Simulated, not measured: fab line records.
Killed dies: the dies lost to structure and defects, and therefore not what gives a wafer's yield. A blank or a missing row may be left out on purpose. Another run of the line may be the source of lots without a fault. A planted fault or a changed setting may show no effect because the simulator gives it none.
fab line records / flow n5-finfet / part 2 of 2: steps 9 to 9 of 9
record: lots: 7 wafers: 21 last-day: 18
route steps=1938 shown BEOL_M8@1354 BEOL_M15@1830 PASSIVATION@1936
lots that met no fault: from a run of the same line without faults
start-h: hours from the record's first day to the start of the lot's first wafer shown / wait-h: how many hours have passed since the lot's step before this one / " unchanged from the row above / L1.1+2: a row that stands for several wafers / - value missing, or start not given / * or withheld: withheld / < > ~ a bound
route shown NAME@n: names a module that has steps shown in the file, with the first one's number in the route / usual: the fault-free wafers' mean and standard deviation / same: alike in all rows / chamber/n: place in a boat / sites: readings site by site / _std_site: the values' standard deviation / _edge_site: inner sites' mean taken away from outer sites' mean / radius-mm: for every site, how far away it sits from the centre of the wafer / mask NAME#n: copy n / behind: tool/chamber where the wafer was last shaped / hold: why the lot was held/for how many hours/how that ended / device: which transistor (n, p or np) failed to switch / end of line: the tests these same wafers got at the end of their route / for a step that has no rows: nothing shown but its recipe / killed: count of dies lost to structure and defects at first sort (not the wafer's yield) / map: a wafer's dies, marking killed ones x, the rest . and places with no die _
set.NAME: setting as actually run; set.NAME@STEP: the setting as run at that earlier step / model.NAME: the simulator's own value behind a step, which no gauge read
one table for each step of the route and one row for each wafer, over a sample of lots
services: when a tool's chamber went out of use (start-h, in hours from the record's first day, below 0 if earlier), for how many hours, and the reason
== steps ==
step: N5_PASSIVATION_PROBE_49
usual: defect-limited-yield: 90.9/1.5 killed_at_M0_to_M3: 35/10 killed_at_M4_up: 14/5.2 killed-at-contacts: 13/7.3 killed-at-front-end: 42/12 killed-at-other: 3.4/2.5 killed-dies: 108/18 killed-open: 70/13 killed-short: 35/8 sort_bin_5_function: 5.4/1 sort_bin_6_memory: 3.4/0.71 sort_bin_8_speed: 0.00/0.0099 sort-n-pass: 1072/18
same: gross-dies: 1180 killed-at-back-side: 0 sort_bin_4_leakage[%]: 0
lot.wafer=L134.2 tool=prober-01 chamber=- start-h=299.93 wait-h=0.1 defect-limited-yield[%]=92.5 killed_at_M0_to_M3=46 killed_at_M4_up=9 killed-at-contacts=9 killed-at-front-end=21 killed-at-other=3 killed-dies=88 killed-open=45 killed-short=41 sort_bin_5_function[%]=4.4 sort_bin_6_memory[%]=2.5 sort_bin_8_speed[%]=0 sort-n-pass=1092
lot.wafer=L134.3 tool=prober-01 chamber=- start-h=299.98 wait-h=0.1 defect-limited-yield[%]=91.3 killed_at_M0_to_M3=49 killed_at_M4_up=14 killed-at-contacts=10 killed-at-front-end=29 killed-at-other=1 killed-dies=103 killed-open=65 killed-short=38 sort_bin_5_function[%]=4.7 sort_bin_6_memory[%]=3.6 sort_bin_8_speed[%]=0 sort-n-pass=1077
lot.wafer=L134.4 tool=prober-01 chamber=- start-h=300.03 wait-h=0.2 defect-limited-yield[%]=92.6 killed_at_M0_to_M3=48 killed_at_M4_up=13 killed-at-contacts=4 killed-at-front-end=20 killed-at-other=2 killed-dies=87 killed-open=54 killed-short=32 sort_bin_5_function[%]=4.3 sort_bin_6_memory[%]=2.8 sort_bin_8_speed[%]=0 sort-n-pass=1093
lot.wafer=L143.2 tool=prober-02 chamber=- start-h=361.47 wait-h=0.1 defect-limited-yield[%]=93.1 killed_at_M0_to_M3=31 killed_at_M4_up=10 killed-at-contacts=8 killed-at-front-end=31 killed-at-other=1 killed-dies=81 killed-open=61 killed-short=20 sort_bin_5_function[%]=3.5 sort_bin_6_memory[%]=3.2 sort_bin_8_speed[%]=0 sort-n-pass=1099
lot.wafer=L143.4 tool=prober-02 chamber=- start-h=361.57 wait-h=0.2 defect-limited-yield[%]=88.2 killed_at_M0_to_M3=41 killed_at_M4_up=14 killed-at-contacts=10 killed-at-front-end=68 killed-at-other=6 killed-dies=139 killed-open=98 killed-short=40 sort_bin_5_function[%]=7.0 sort_bin_6_memory[%]=4.4 sort_bin_8_speed[%]=0 sort-n-pass=1041
lot.wafer=L143.6 tool=prober-02 chamber=- start-h=361.67 wait-h=0.3 defect-limited-yield[%]=90.7 killed_at_M0_to_M3=30 killed_at_M4_up=16 killed-at-contacts=18 killed-at-front-end=43 killed-at-other=3 killed-dies=110 killed-open=77 killed-short=32 sort_bin_5_function[%]=4.9 sort_bin_6_memory[%]=3.7 sort_bin_8_speed[%]=0 sort-n-pass=1070
lot.wafer=L144.1 tool=prober-02 chamber=- start-h=376.57 wait-h=0.0 defect-limited-yield[%]=89.1 killed_at_M0_to_M3=48 killed_at_M4_up=25 killed-at-contacts=11 killed-at-front-end=39 killed-at-other=6 killed-dies=129 killed-open=86 killed-short=43 sort_bin_5_function[%]=6.2 sort_bin_6_memory[%]=4.1 sort_bin_8_speed[%]=0 sort-n-pass=1051
lot.wafer=L144.2 tool=prober-02 chamber=- start-h=376.62 wait-h=0.1 defect-limited-yield[%]=90.9 killed_at_M0_to_M3=39 killed_at_M4_up=14 killed-at-contacts=19 killed-at-front-end=32 killed-at-other=3 killed-dies=107 killed-open=77 killed-short=29 sort_bin_5_function[%]=5.3 sort_bin_6_memory[%]=3.4 sort_bin_8_speed[%]=0 sort-n-pass=1073
lot.wafer=L144.6 tool=prober-02 chamber=- start-h=376.82 wait-h=0.3 defect-limited-yield[%]=90.1 killed_at_M0_to_M3=53 killed_at_M4_up=16 killed-at-contacts=14 killed-at-front-end=32 killed-at-other=2 killed-dies=117 killed-open=71 killed-short=43 sort_bin_5_function[%]=5.8 sort_bin_6_memory[%]=3.3 sort_bin_8_speed[%]=0.17 sort-n-pass=1063
lot.wafer=L146.1 tool=prober-02 chamber=- start-h=381.99 wait-h=0.0 defect-limited-yield[%]=91.2 killed_at_M0_to_M3=33 killed_at_M4_up=11 killed-at-contacts=10 killed-at-front-end=44 killed-at-other=6 killed-dies=104 killed-open=81 killed-short=22 sort_bin_5_function[%]=5.3 sort_bin_6_memory[%]=3.1 sort_bin_8_speed[%]=0 sort-n-pass=1076
lot.wafer=L146.2 tool=prober-02 chamber=- start-h=382.04 wait-h=0.1 defect-limited-yield[%]=92.9 killed_at_M0_to_M3=32 killed_at_M4_up=10 killed-at-contacts=14 killed-at-front-end=26 killed-at-other=2 killed-dies=84 killed-open=58 killed-short=25 sort_bin_5_function[%]=4.6 sort_bin_6_memory[%]=2.5 sort_bin_8_speed[%]=0 sort-n-pass=1096
lot.wafer=L146.4 tool=prober-02 chamber=- start-h=382.14 wait-h=0.2 defect-limited-yield[%]=91.4 killed_at_M0_to_M3=30 killed_at_M4_up=20 killed-at-contacts=10 killed-at-front-end=40 killed-at-other=2 killed-dies=102 killed-open=62 killed-short=38 sort_bin_5_function[%]=5.3 sort_bin_6_memory[%]=3.2 sort_bin_8_speed[%]=0 sort-n-pass=1078
lot.wafer=L149.2 tool=prober-01 chamber=- start-h=404.13 wait-h=0.1 defect-limited-yield[%]=92.3 killed_at_M0_to_M3=22 killed_at_M4_up=9 killed-at-contacts=13 killed-at-front-end=45 killed-at-other=2 killed-dies=91 killed-open=64 killed-short=26 sort_bin_5_function[%]=4.1 sort_bin_6_memory[%]=3.3 sort_bin_8_speed[%]=0 sort-n-pass=1089
lot.wafer=L149.4 tool=prober-01 chamber=- start-h=404.23 wait-h=0.2 defect-limited-yield[%]=93.9 killed_at_M0_to_M3=18 killed_at_M4_up=14 killed-at-contacts=18 killed-at-front-end=21 killed-at-other=1 killed-dies=72 killed-open=47 killed-short=23 sort_bin_5_function[%]=3.5 sort_bin_6_memory[%]=2.5 sort_bin_8_speed[%]=0 sort-n-pass=1108
lot.wafer=L149.5 tool=prober-01 chamber=- start-h=404.28 wait-h=0.2 defect-limited-yield[%]=90.5 killed_at_M0_to_M3=24 killed_at_M4_up=13 killed-at-contacts=26 killed-at-front-end=48 killed-at-other=1 killed-dies=112 killed-open=70 killed-short=39 sort_bin_5_function[%]=5.2 sort_bin_6_memory[%]=4.0 sort_bin_8_speed[%]=0 sort-n-pass=1068
lot.wafer=L147.1 tool=prober-01 chamber=- start-h=405.70 wait-h=0.0 defect-limited-yield[%]=92.4 killed_at_M0_to_M3=19 killed_at_M4_up=7 killed-at-contacts=10 killed-at-front-end=47 killed-at-other=7 killed-dies=90 killed-open=59 killed-short=26 sort_bin_5_function[%]=4.6 sort_bin_6_memory[%]=2.9 sort_bin_8_speed[%]=0 sort-n-pass=1090
lot.wafer=L147.3 tool=prober-01 chamber=- start-h=405.80 wait-h=0.1 defect-limited-yield[%]=93.6 killed_at_M0_to_M3=26 killed_at_M4_up=11 killed-at-contacts=1 killed-at-front-end=34 killed-at-other=3 killed-dies=75 killed-open=45 killed-short=27 sort_bin_5_function[%]=3.8 sort_bin_6_memory[%]=2.5 sort_bin_8_speed[%]=0 sort-n-pass=1105
lot.wafer=L147.4 tool=prober-01 chamber=- start-h=405.85 wait-h=0.2 defect-limited-yield[%]=89.8 killed_at_M0_to_M3=37 killed_at_M4_up=9 killed-at-contacts=10 killed-at-front-end=64 killed-at-other=0 killed-dies=120 killed-open=82 killed-short=32 sort_bin_5_function[%]=6.8 sort_bin_6_memory[%]=2.9 sort_bin_8_speed[%]=0 sort-n-pass=1060
lot.wafer=L151.1 tool=prober-02 chamber=- start-h=429.93 wait-h=0.0 defect-limited-yield[%]=91.4 killed_at_M0_to_M3=33 killed_at_M4_up=6 killed-at-contacts=12 killed-at-front-end=47 killed-at-other=3 killed-dies=101 killed-open=70 killed-short=31 sort_bin_5_function[%]=4.9 sort_bin_6_memory[%]=3.1 sort_bin_8_speed[%]=0 sort-n-pass=1079
lot.wafer=L151.4 tool=prober-02 chamber=- start-h=430.08 wait-h=0.2 defect-limited-yield[%]=90.6 killed_at_M0_to_M3=34 killed_at_M4_up=12 killed-at-contacts=22 killed-at-front-end=42 killed-at-other=1 killed-dies=111 killed-open=72 killed-short=37 sort_bin_5_function[%]=5.2 sort_bin_6_memory[%]=4.0 sort_bin_8_speed[%]=0.08 sort-n-pass=1069
lot.wafer=L151.6 tool=prober-02 chamber=- start-h=430.18 wait-h=0.3 defect-limited-yield[%]=88.5 killed_at_M0_to_M3=36 killed_at_M4_up=17 killed-at-contacts=42 killed-at-front-end=36 killed-at-other=5 killed-dies=136 killed-open=94 killed-short=41 sort_bin_5_function[%]=7.5 sort_bin_6_memory[%]=3.8 sort_bin_8_speed[%]=0 sort-n-pass=1044
killed by level:class
L134.2 BEOL_M0_SAQP:geometric-particle:short=16 BEOL_M0_SAQP:geometric-particle:open=11 FIN_SAQP:geometric-particle:short=6 MOL_CONTACT_COAG:geometric-particle:open=6 BEOL_M3:geometric-particle:open=6 FIN_SAQP:geometric-particle:open=3 STI_FIN_REVEAL:geometric-particle:open=3 BEOL_M4:geometric-particle:open=3
L134.3 BEOL_M0_SAQP:geometric-particle:open=15 BEOL_M0_SAQP:geometric-particle:short=12 BEOL_M2:geometric-particle:open=11 BEOL_M5:geometric-particle:open=7 STI_FIN_REVEAL:geometric-particle:open=6 MOL_CONTACT_COAG:geometric-particle:short=5 MOL_CONTACT_COAG:geometric-particle:open=5 FIN_SAQP:geometric-particle:short=4
L134.4 BEOL_M0_SAQP:geometric-particle:short=13 BEOL_M0_SAQP:geometric-particle:open=10 BEOL_M4:geometric-particle:open=7 BEOL_M1:geometric-particle:open=6 BEOL_M3:geometric-particle:open=6 STARTING-WAFER:geometric-particle:open=6 BEOL_M3:geometric-particle:short=5 DUMMY_GATE:geometric-particle:open=4
L143.2 BEOL_M2:geometric-particle:open=15 FIN_SAQP:geometric-particle:short=6 STI_FIN_REVEAL:geometric-particle:open=6 MOL_CONTACT_COAG:geometric-particle:open=6 FIN_SAQP:geometric-particle:open=5 BEOL_M3:geometric-particle:open=5 STARTING-WAFER:geometric-particle:open=4 BEOL_M4:geometric-particle:open=4
L143.4 FIN_SAQP:geometric-particle:open=15 BEOL_M0_SAQP:geometric-particle:open=13 BEOL_M0_SAQP:geometric-particle:short=13 STI_FIN_REVEAL:geometric-particle:open=11 FIN_SAQP:geometric-particle:short=10 DUMMY_GATE:geometric-particle:open=10 MOL_CONTACT_COAG:geometric-particle:open=9 GATE_CUT:geometric-particle:short=6
L143.6 STI_FIN_REVEAL:geometric-particle:open=13 MOL_CONTACT_COAG:geometric-particle:open=13 BEOL_M0_SAQP:geometric-particle:open=10 FIN_SAQP:geometric-particle:open=9 BEOL_M4:geometric-particle:open=8 FIN_SAQP:geometric-particle:short=6 BEOL_M0_SAQP:geometric-particle:short=6 MOL_CONTACT_COAG:geometric-particle:short=5
L144.1 BEOL_M4:geometric-particle:open=22 BEOL_M0_SAQP:geometric-particle:short=12 BEOL_M1:geometric-particle:open=11 STI_FIN_REVEAL:geometric-particle:open=10 BEOL_M0_SAQP:geometric-particle:open=9 MOL_CONTACT_COAG:geometric-particle:open=7 DUMMY_GATE:geometric-particle:open=5 BEOL_M3:geometric-particle:open=5
L144.2 MOL_CONTACT_COAG:geometric-particle:open=12 BEOL_M4:geometric-particle:open=12 BEOL_M0_SAQP:geometric-particle:open=10 BEOL_M1:geometric-particle:open=9 FIN_SAQP:geometric-particle:open=8 MOL_CONTACT_COAG:geometric-particle:short=6 BEOL_M0_SAQP:geometric-particle:short=6 FIN_SAQP:geometric-particle:short=5
L144.6 BEOL_M0_SAQP:geometric-particle:open=15 BEOL_M0_SAQP:geometric-particle:short=14 MOL_CONTACT_COAG:geometric-particle:open=10 BEOL_M2:geometric-particle:open=9 FIN_SAQP:geometric-particle:open=8 BEOL_M1:geometric-particle:open=6 BEOL_M4:geometric-particle:open=6 FIN_SAQP:geometric-particle:short=5
L146.1 FIN_SAQP:geometric-particle:open=10 MOL_CONTACT_COAG:geometric-particle:open=10 BEOL_M1:geometric-particle:open=9 STI_FIN_REVEAL:geometric-particle:open=8 DUMMY_GATE:geometric-particle:open=6 GATE_CUT:geometric-particle:short=6 BEOL_M0_SAQP:geometric-particle:open=6 BEOL_M2:geometric-particle:open=5
L146.2 MOL_CONTACT_COAG:geometric-particle:open=11 BEOL_M2:geometric-particle:open=8 BEOL_M3:geometric-particle:open=7 FIN_SAQP:geometric-particle:short=5 GATE_CUT:geometric-particle:open=5 BEOL_M0:geometric-particle:open=5 BEOL_M4:geometric-particle:open=5 BEOL_M1:geometric-particle:open=4
L146.4 MOL_CONTACT_COAG:geometric-particle:open=8 GATE_CUT:geometric-particle:short=7 BEOL_M5:geometric-particle:open=6 FIN_SAQP:geometric-particle:short=5 STI_FIN_REVEAL:geometric-particle:open=5 DUMMY_GATE:geometric-particle:open=5 STARTING-WAFER:geometric-particle:short=5 BEOL_M1:geometric-particle:open=4
L149.2 MOL_CONTACT_COAG:geometric-particle:open=11 FIN_SAQP:geometric-particle:open=8 GATE_CUT:geometric-particle:short=7 STI_FIN_REVEAL:geometric-particle:open=6 BEOL_M0_SAQP:geometric-particle:open=6 BEOL_M3:geometric-particle:open=6 ILD0:geometric-particle:open=5 GATE_CUT:geometric-particle:open=5
L149.4 MOL_CONTACT_COAG:geometric-particle:open=12 MOL_CONTACT_COAG:geometric-particle:short=6 STI_FIN_REVEAL:geometric-particle:open=5 BEOL_M2:geometric-particle:open=4 BEOL_M4:geometric-particle:open=4 FIN_SAQP:geometric-particle:short=3 BEOL_M8:geometric-particle:open=3 BEOL_M1:geometric-particle:open=3
L149.5 MOL_CONTACT_COAG:geometric-particle:open=17 STI_FIN_REVEAL:geometric-particle:open=14 MOL_CONTACT_COAG:geometric-particle:short=9 BEOL_M3:geometric-particle:open=9 FIN_SAQP:geometric-particle:short=6 BEOL_M2:geometric-particle:open=6 FIN_SAQP:geometric-particle:open=5 DUMMY_GATE:geometric-particle:short=5
L147.1 DUMMY_GATE:geometric-particle:open=10 STI_FIN_REVEAL:geometric-particle:open=8 BEOL_M3:geometric-particle:open=7 FIN_SAQP:geometric-particle:open=6 MOL_CONTACT_COAG:geometric-particle:open=6 GATE_CUT:geometric-particle:short=5 MOL_CONTACT_COAG:geometric-particle:short=4 STARTING-WAFER:geometric-particle:short=4
L147.3 FIN_SAQP:geometric-particle:open=12 FIN_SAQP:geometric-particle:short=9 BEOL_M2:geometric-particle:open=7 BEOL_M1:geometric-particle:short=5 BEOL_M3:geometric-particle:open=5 BEOL_M4:geometric-particle:open=5 BEOL_M1:geometric-particle:open=3 STARTING-WAFER:geometric-particle:short=3
L147.4 BEOL_M3:geometric-particle:open=13 DUMMY_GATE:geometric-particle:open=11 FIN_SAQP:geometric-particle:short=10 FIN_SAQP:geometric-particle:open=10 MOL_CONTACT_COAG:geometric-particle:open=8 BEOL_M2:geometric-particle:open=7 GATE_CUT:geometric-particle:open=6 FIN_CUT:geometric-particle:open=5
L151.1 STI_FIN_REVEAL:geometric-particle:open=16 BEOL_M0_SAQP:geometric-particle:open=11 BEOL_M0_SAQP:geometric-particle:short=11 MOL_CONTACT_COAG:geometric-particle:open=10 FIN_SAQP:geometric-particle:open=9 BEOL_M3:geometric-particle:open=5 STARTING-WAFER:geometric-particle:open=4 FIN_SAQP:geometric-particle:short=3
L151.4 MOL_CONTACT_COAG:geometric-particle:open=21 FIN_SAQP:geometric-particle:open=10 STI_FIN_REVEAL:geometric-particle:open=10 BEOL_M0_SAQP:geometric-particle:short=9 BEOL_M0:geometric-particle:open=7 BEOL_M0_SAQP:geometric-particle:open=4 STARTING-WAFER:geometric-particle:short=4 FIN_SAQP:geometric-particle:short=3
L151.6 MOL_CONTACT_COAG:geometric-particle:open=38 STI_FIN_REVEAL:geometric-particle:open=13 BEOL_M0_SAQP:geometric-particle:short=11 BEOL_M0_SAQP:geometric-particle:open=8 FIN_SAQP:geometric-particle:open=6 BEOL_M2:geometric-particle:open=5 BEOL_M4:geometric-particle:open=5 FIN_SAQP:geometric-particle:short=4
== services ==
tool=rie-diel-06 chamber=1 start-h=211.69 hours=- kind=clean
tool=rie-diel-06 chamber=1 start-h=211.69 hours=- kind=consumable-replace:focus-ring
tool=rie-diel-06 chamber=1 start-h=211.69 hours=15.6 kind=scheduled-down
tool=rie-diel-06 chamber=1 start-h=211.69 hours=15.6 kind=vent-cycle
tool=rie-diel-05 chamber=1 start-h=221.26 hours=6.6 kind=repair
tool=rie-diel-01 chamber=2 start-h=235.67 hours=- kind=clean
tool=rie-diel-01 chamber=2 start-h=235.67 hours=- kind=consumable-replace:focus-ring
tool=rie-diel-01 chamber=2 start-h=235.67 hours=13.8 kind=scheduled-down
tool=rie-diel-01 chamber=2 start-h=235.67 hours=13.8 kind=vent-cycle
tool=rie-diel-01 chamber=2 start-h=252.91 hours=7.8 kind=repair
tool=rie-diel-01 chamber=3 start-h=260.69 hours=- kind=clean
tool=uv-cure-03 chamber=- start-h=278.67 hours=7.5 kind=pm
tool=rie-diel-06 chamber=2 start-h=288.52 hours=- kind=clean
tool=rie-diel-06 chamber=2 start-h=288.52 hours=- kind=consumable-replace:focus-ring
tool=rie-diel-06 chamber=2 start-h=288.52 hours=- kind=consumable-replace:showerhead
tool=rie-diel-06 chamber=2 start-h=288.52 hours=22.3 kind=scheduled-down
tool=rie-diel-06 chamber=2 start-h=288.52 hours=22.3 kind=vent-cycle
tool=uv-cure-01 chamber=- start-h=293.82 hours=5.0 kind=pm
tool=rie-diel-05 chamber=3 start-h=297.49 hours=- kind=clean
tool=rie-diel-05 chamber=3 start-h=297.49 hours=- kind=consumable-replace:focus-ring
tool=rie-diel-05 chamber=3 start-h=297.49 hours=20.9 kind=scheduled-down
tool=rie-diel-05 chamber=3 start-h=297.49 hours=20.9 kind=vent-cycle
tool=rie-diel-06 chamber=3 start-h=309.61 hours=11.3 kind=repair
tool=rie-diel-01 chamber=3 start-h=331.39 hours=3.3 kind=repair
